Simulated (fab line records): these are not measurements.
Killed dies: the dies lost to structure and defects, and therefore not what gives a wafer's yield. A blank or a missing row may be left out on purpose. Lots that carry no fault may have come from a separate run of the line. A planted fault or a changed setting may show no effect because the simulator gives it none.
Chamber matching | flow n5-finfet | N5_BEOL_M10_DESCUM_33 on rie-diel-04 has 4 sister chambers
The step chemistry O2, time 7.9 s. 8 wafers are shown with their chamber, then 8 later ones without.

## EACH WAFER AND ITS CHAMBER
wafer  | chamber | showerhead-plenum-p-Torr (Torr) | throttle-valve-pct (%)
L075.6 | 1       | 2.13                            | 20.15
L080.1 | 3       | 2.24                            | 19.83
L080.3 | 0       | 2.20                            | 20.57
L080.5 | 2       | 2.18                            | 20.35
L082.2 | 1       | 2.12                            | 20.18
L082.3 | 2       | 2.18                            | 20.36
L082.4 | 3       | 2.24                            | 19.83
L083.1 | 0       | 2.20                            | 20.57

## WAFERS MISSING THEIR CHAMBER
wafer  | showerhead-plenum-p-Torr (Torr) | throttle-valve-pct (%)
L083.5 | 2.24                            | 19.84
L083.6 | 2.18                            | 20.37
L085.1 | 2.12                            | 20.19
L085.3 | 2.19                            | 20.57
L085.5 | 2.12                            | 20.18
L093.3 | 2.19                            | 20.61
L093.5 | 2.17                            | 20.39
L093.6 | 2.12                            | 20.23

## WHICH CHAMBER EACH WENT THROUGH
wafer  | from the rows above | in truth
L083.5 | 3                   | 3
L083.6 | 2                   | 2
L085.1 | 1                   | 1
L085.3 | 0                   | 0
L085.5 | 1                   | 1
L093.3 | 0                   | 0
L093.5 | 2                   | 2
L093.6 | 1                   | 1
Placed correctly: 8 of 8. From these rows, 0 cannot be placed. Number placed wrongly: 0.
How it was worked out, from the rows above alone: a wafer's distance from a chamber is the root of the sum, over the readings, of the square of ((its reading less the chamber's mean) divided by the reading's scatter). The wafer belongs to the nearest chamber; if the next one is less than 2 further off, it can't be placed. For every chamber, the mean is computed from those of its wafers that are shown. The scatter: take each reading less its chamber's mean, square it, sum over the shown wafers, divide by the number of wafers less the number of chambers, and take the root.
